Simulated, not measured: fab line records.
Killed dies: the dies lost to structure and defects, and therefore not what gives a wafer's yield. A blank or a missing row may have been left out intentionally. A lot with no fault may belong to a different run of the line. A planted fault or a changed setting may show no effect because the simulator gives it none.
Which tool did it? -- flow n5Finfet -- 72 wafers from 24 lots sampled at 2 of the route's 1938 steps

WHAT THE GAUGES READ, wafer by wafer
N5_BEOL_M5_THK_MEAS_01. Usual: M5_ILD_THK gives 120.8 nm (standard deviation 1.8).
lot,measured,on,M5_ILD_THK (nm),flag
L074,day 8 10:04,filmMetro-01,120.2 120.0 119.9,
L075,day 8 18:48,filmMetro-02,120.1 120.0 121.7,
L076,day 9 03:02,filmMetro-02,120.2 120.2 121.5,
L077,day 9 06:49,filmMetro-01,121.6 122.2 124.9,
L078,day 9 07:01,filmMetro-02,120.0 119.6 119.7,
L080,day 9 21:52,filmMetro-01,121.2 122.1 124.3,
L081,day 9 22:55,filmMetro-01,118.0 123.8 119.7,
L079,day 10 01:47,filmMetro-01,119.5 119.1 121.9,
L083,day 10 14:05,filmMetro-02,118.7 119.8 122.6,
L082,day 10 17:17,filmMetro-01,118.1 124.0 119.5,
L084,day 11 07:20,filmMetro-02,124.0 125.2 123.5,
L086,day 11 09:09,filmMetro-01,117.2 121.8 123.7,
L085,day 11 12:20,filmMetro-01,122.2 124.4 123.3,
L087,day 11 23:54,filmMetro-01,120.0 121.5 122.0,
L089,day 12 03:20,filmMetro-02,120.0 120.2 121.9,
L088,day 12 03:44,filmMetro-01,117.4 121.0 120.7,
L090,day 12 05:16,filmMetro-01,120.7 119.1 122.9,
L091,day 12 22:22,filmMetro-01,120.6 122.0 123.8,
L092,day 13 06:59,filmMetro-02,117.9 119.4 120.8,
L093,day 13 07:41,filmMetro-01,120.1 119.7 121.1,
L095,day 13 23:08,filmMetro-02,120.8 123.3 119.6,
L094,day 13 23:37,filmMetro-02,116.7 120.5 119.4,
L096,day 14 03:55,filmMetro-02,119.3 119.4 123.3,
L097,day 14 06:20,filmMetro-02,121.1 118.2 121.3,

N5_BEOL_M5_INSPECT_30: inspects for defects (brightfield). Usual: rawDefectCount reads 409 (standard deviation 99).
lot,measured,on,rawDefectCount,flag
L074,day 8 13:25,defectInspect-02,390 415 368,
L075,day 8 21:25,defectInspect-02,331 474 355,
L076,day 9 08:50,defectInspect-02,486 255 368,
L077,day 9 08:53,defectInspect-01,322 365 311,
L078,day 9 08:56,defectInspect-01,667 425 508,
L080,day 10 00:50,defectInspect-01,374 715 439,
L081,day 10 01:07,defectInspect-02,557 504 567,
L079,day 10 03:37,defectInspect-01,410 546 462,
L083,day 10 16:41,defectInspect-01,250 277 302,
L082,day 10 19:29,defectInspect-01,559 450 617,
L084,day 11 09:53,defectInspect-02,491 333 407,
L086,day 11 12:08,defectInspect-02,397 306 453,
L085,day 11 15:32,defectInspect-01,329 270 320,
L087,day 12 03:41,defectInspect-01,474 480 598,
L089,day 12 06:59,defectInspect-01,376 311 391,
L088,day 12 07:09,defectInspect-02,379 358 410,
L090,day 12 09:58,defectInspect-02,382 513 349,
L091,day 13 00:37,defectInspect-01,420 536 385,
L092,day 13 09:32,defectInspect-01,406 341 330,
L093,day 13 09:19,defectInspect-01,313 352 526,
L095,day 14 01:04,defectInspect-01,440 555 599,
L094,day 14 02:57,defectInspect-01,332 299 219,
L096,day 14 11:23,defectInspect-01,377 491 323,
L097,day 14 11:11,defectInspect-01,438 445 410,

WHAT TOOL EACH LOT RAN ON (gives the tool, then ch and the chambers of the sampled wafers, and finally the start)
No process step before these readings appears in the record.

WHAT THE TOOLS THEMSELVES READ (means of the sampled wafers that have a number; where no wafer has one, the mark that the record gives instead)
The record holds no such reading with a usual standard deviation.

THE ANSWER, worked out from the rows above alone
Rule: a lot counts as off when the mean over its wafers that have a number is more than 3 standard deviations away from the usual mean. Also off: a lot with no number at a reading for which 4 or more lots have one. The other lots that the step has rows for count as sound. First the gauges in route order, then the tools' own readings, where a lot's mean is used as printed above. The first step at which some lot is off is used, and at that step the reading that is off furthest; a lot without a number counts as furthest.
Across all readings shown, no lot is off: no conclusion can be drawn from this.

WHAT HAD BEEN PUT IN BY THE SIMULATOR
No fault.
